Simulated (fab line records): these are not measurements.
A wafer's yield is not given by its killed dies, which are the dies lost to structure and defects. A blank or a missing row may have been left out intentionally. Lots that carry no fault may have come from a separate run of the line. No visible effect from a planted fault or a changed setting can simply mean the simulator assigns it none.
Chamber matching | flow n5-finfet | N5_BEOL_M14_DESCUM_33 on rie-diel-03 has 4 sister chambers
The step chemistry O2, time 7.9 s. 14 wafers are shown with their chamber, then 7 later ones without.

== WAFERS PAIRED WITH THEIR CHAMBERS ==
wafer  | chamber | drypump-motor-current-A (A) | throttle-valve-pct (%) | showerhead-plenum-p-Torr (Torr)
L078.2 | 1       | 6.6                         | 20.07                  | 2.02
L078.3 | 2       | 6.0                         | 20.65                  | 2.14
L078.6 | 1       | 6.5                         | 20.09                  | 2.02
L081.3 | 0       | 5.3                         | 20.57                  | 2.08
L081.4 | 2       | 6.0                         | 20.66                  | 2.14
L081.5 | 2       | 6.0                         | 20.66                  | 2.14
L083.2 | 0       | 5.4                         | 20.58                  | 2.07
L083.4 | 3       | 5.5                         | 20.43                  | 2.03
L083.6 | 3       | 5.5                         | 20.45                  | 2.03
L091.1 | 2       | 6.0                         | 20.71                  | 2.13
L091.4 | 0       | 5.3                         | 20.59                  | 2.07
L091.5 | 3       | 5.5                         | 20.47                  | 2.02
L093.1 | 2       | 6.0                         | 20.73                  | 2.13
L093.4 | 1       | 6.6                         | 20.14                  | 2.01

SIGNATURES, as means of the wafers listed above
reading                  | chamber 0 | chamber 1 | chamber 2 | chamber 3 | scatter within a chamber
drypump-motor-current-A  | 5.333     | 6.567     | 6.000     | 5.500     | 0.0365
throttle-valve-pct       | 20.5800   | 20.1000   | 20.6820   | 20.4500   | 0.0295
showerhead-plenum-p-Torr | 2.0733    | 2.0167    | 2.1360    | 2.0267    | 0.00566
Rule: for a wafer and a chamber, the distance is found by dividing, reading by reading, the gap between the wafer's reading and the chamber's mean by the reading's scatter, squaring, summing and taking the root. The wafer belongs to the nearest chamber; if the next one is less than 2 further off, it can't be placed. The scatter: take each reading less its chamber's mean, square it, sum over the shown wafers, divide by the number of wafers less the number of chambers, and take the root.

== WAFERS WITHOUT THEIR CHAMBER ==
wafer  | drypump-motor-current-A (A) | throttle-valve-pct (%) | showerhead-plenum-p-Torr (Torr)
L093.6 | 5.5                         | 20.47                  | 2.02
L094.1 | 5.9                         | 20.73                  | 2.13
L094.2 | 5.5                         | 20.46                  | 2.02
L094.6 | 5.5                         | 20.48                  | 2.02
L097.1 | 6.0                         | 20.73                  | 2.13
L097.2 | 5.5                         | 20.48                  | 2.02
L097.3 | 5.3                         | 20.35                  | 2.07

== EACH ONE'S CHAMBER ==
wafer  | from the rows above | in truth
L093.6 | 3                   | 3
L094.1 | 2                   | 2
L094.2 | 3                   | 3
L094.6 | 3                   | 3
L097.1 | 2                   | 2
L097.2 | 3                   | 3
L097.3 | 0                   | 0
Correct placement for 7 of the 7. Not placeable from these rows: 0. Number placed wrongly: 0.
